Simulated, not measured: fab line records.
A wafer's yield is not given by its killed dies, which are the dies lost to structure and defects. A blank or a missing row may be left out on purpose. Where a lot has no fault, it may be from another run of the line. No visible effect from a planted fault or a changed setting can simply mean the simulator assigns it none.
Comparing a struck lot with a sound one / flow nand harc / 13 out of 1159 route steps
Sound: the wafers L684.3, L684.4, L684.6. Wafers L689.2, L689.3, L689.5 were the ones struck. The cause comes at the end.
Per side, at each step with rows, come the tool, then ch with its chambers, and then its first start. Under that, the readings that differ: sound wafers / struck wafers / difference of the means / sigmas: that difference in standard deviations of wafers without a fault.
alike: same words and numbers on both sides, and readings whose means sit less than 2 such deviations apart. not compared: any withheld reading, any reading some wafer has no value for, any bound like >300 that may hide the same value, and any number with overlapping values for which the record gives no deviation.
A row with sigmas, a row that says differs or no value, or rows on one side alone: a step with any of these is where the two part. Non-overlapping numbers with no deviation appear without sigmas and do not part them. Lack of a reading on every wafer of one side parts them only where that side has two or more wafers.

first, 1 step without rows for these wafers: NHARC_P_M0_SRD_25.
NHARC_P_M0_INSPECT_27:
  sound on defect inspect-01 at day 8 04:40; struck on defect inspect-02 at day 10 00:47
  alike: raw defect count
NHARC_P_M0_PRE_CLEAN_31: time 12 s.
  sound on pecvd-04 ch 1,2, day 8 04:44; struck on pecvd-03 ch 0,2, day 10 00:58
  alike: heater power w
NHARC_P_M0_DEP_32: deposits SiCN, target thk 30 nm.
  sound on pecvd-04 ch 1,2, day 8 04:51; struck on pecvd-03 ch 0,2, day 10 01:04
  alike: heater power w
then, 7 steps without rows for these wafers: NHARC_P_M1_DEP_00 (deposits SiOC, target thk 182.5 nm); NHARC_P_M1_DEHYDRATE_01 (time 120 s); NHARC_P_M1_HMDS_02 (time 30 s); NHARC_P_M1_COAT_34 (time 65 s); NHARC_P_M1_COAT_03 (resist thk 90 nm); NHARC_P_M1_SOFTBAKE_04 (time 55 s); NHARC_P_M1_EBR_05.
NHARC_P_M1_EXPOSE_06: exposes mask P M1, target cd 130 nm.
  sound on arfi scanner-01 ch 0, day 8 05:55; struck on arfi scanner-01, day 10 02:02
  no value came back on the struck wafers for exposure dose mJ cm2, focus offset nm (nm); on the sound wafers exposure dose mJ cm2 reads 81.99 81.99 81.96
  alike: mask
then, 1 step without rows for these wafers: NHARC_P_M1_PEB_07 (peb time 65 s).

== WHERE THEY PART ==
At NHARC_P_M1_EXPOSE_06 and nowhere else, as far as this record goes.

WHY: what the simulator had put in
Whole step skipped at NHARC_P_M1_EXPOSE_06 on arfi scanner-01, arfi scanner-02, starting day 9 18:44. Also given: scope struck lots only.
